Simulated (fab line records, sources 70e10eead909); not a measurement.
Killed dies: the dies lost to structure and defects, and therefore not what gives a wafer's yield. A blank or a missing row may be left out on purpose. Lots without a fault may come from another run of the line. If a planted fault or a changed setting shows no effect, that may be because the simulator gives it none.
Code-filled problem report in 8D (eight disciplines) form	flow nand_harc	the parts of the form that need people (team, actions taken, sign-off) are left out

## 1. WHAT IS WRONG
Mean of run_length_s at NHARC_A_STAIRCASE_ETCH_230: 64.0 s across 4 wafers in 2 lots; on wafers with no fault it is 61.9 s (standard deviation 0.39). That puts it +5.4 standard deviations away from the usual mean.
The step: etches the open film in C4F8/O2, target depth 100 nm, time 40.5 s.
First observed at day 20 07:05: wafer L634.2, on rie_diel-13. At this step, 37 wafers from 13 lots have a number in the record. Rule for "out" (also "out of limits"): further than 4 standard deviations from the usual mean. The other wafers with a number count as sound.

## 2. WHAT IT IS; WHAT IT IS NOT
question	is	is not
which readings at this step	run_length_s	oes_product_au, rf_vpp_V
which lots	L634, L635	L625, L626, L628, L629, L640, L641, L642, L644, L645, L647, L648
which wafers of those lots	all that have a number	-
read on which tools	rie_diel-13	rie_diel-03, rie_diel-07
when	from day 20 07:05	up to then (12 sound wafers); but 21 sound wafers of L640, L641, L642, L644, L645, L647, L648 came after

## 3. THE SUSPECTS, EACH WITH WHAT RULES IT OUT
Counting: any tool at a process step up to the reading is kept as a suspect provided that every lot that is out went through it and no sound lot did after the first of them.
- rie_diel-07 at NHARC_A_STAIRCASE_ETCH_199 (etches the open film in C4F8/O2, target depth 100 nm, time 40.5 s): ruled out as a lasting fault. The sound lots L640, L644, L645, L648 went through it after L634, its earliest lot that is out (day 20 05:33). Because NHARC_A_STAIRCASE_ETCH_199 lacks a start for some lots, the hours and order of its lots are taken from NHARC_A_STAIRCASE_DESCUM_219.
- rie_diel-07 at NHARC_A_STAIRCASE_DESCUM_219 (chemistry O2, time 3 s): ruled out as a lasting fault. The sound lots L641, L644, L647 went through it after L634, its earliest lot that is out (day 20 05:33).
- rie_diel-13 at NHARC_A_STAIRCASE_ETCH_230 (etches the open film in C4F8/O2, target depth 100 nm, time 40.5 s): ruled out as a lasting fault. The sound lots L645 went through it after L634, its earliest lot that is out (day 20 07:05).
Left after counting: nothing in the record.

## 4. THE CAUSE (what the simulator had put in)
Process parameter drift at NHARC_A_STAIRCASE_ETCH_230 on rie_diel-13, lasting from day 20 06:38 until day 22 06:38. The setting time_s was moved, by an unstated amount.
Counting ruled it out, wrongly.

## 5. THE EFFECT CHAIN, in route order
Each row: a reading where the mean over the struck wafers with a number is more than 3 standard deviations away from the usual. Only readings whose record carries a usual standard deviation are examined. hours: median over the lots of the time between each lot's start at the first step of this table that gives one and its start at this step. sigmas: the change, counted in usual standard deviations.
hours	step	reading	usual	on struck wafers	change	sigmas
0	NHARC_A_STAIRCASE_ETCH_230	run_length_s	61.9 s	64.0	+2.1	+5.4
The process steps in it:
- NHARC_A_STAIRCASE_ETCH_230: etches the open film in C4F8/O2, target depth 100 nm, time 40.5 s.
Later steps that measure or inspect, where all struck wafers having a row at the step show a number for every such reading and not one has moved that far: NHARC_END_SORT_01.

## 6. HOW IT WOULD HAVE BEEN CAUGHT EARLIER
First out-of-limits reading in this record: day 20 07:05, which is 0 hours after fault onset at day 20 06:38.
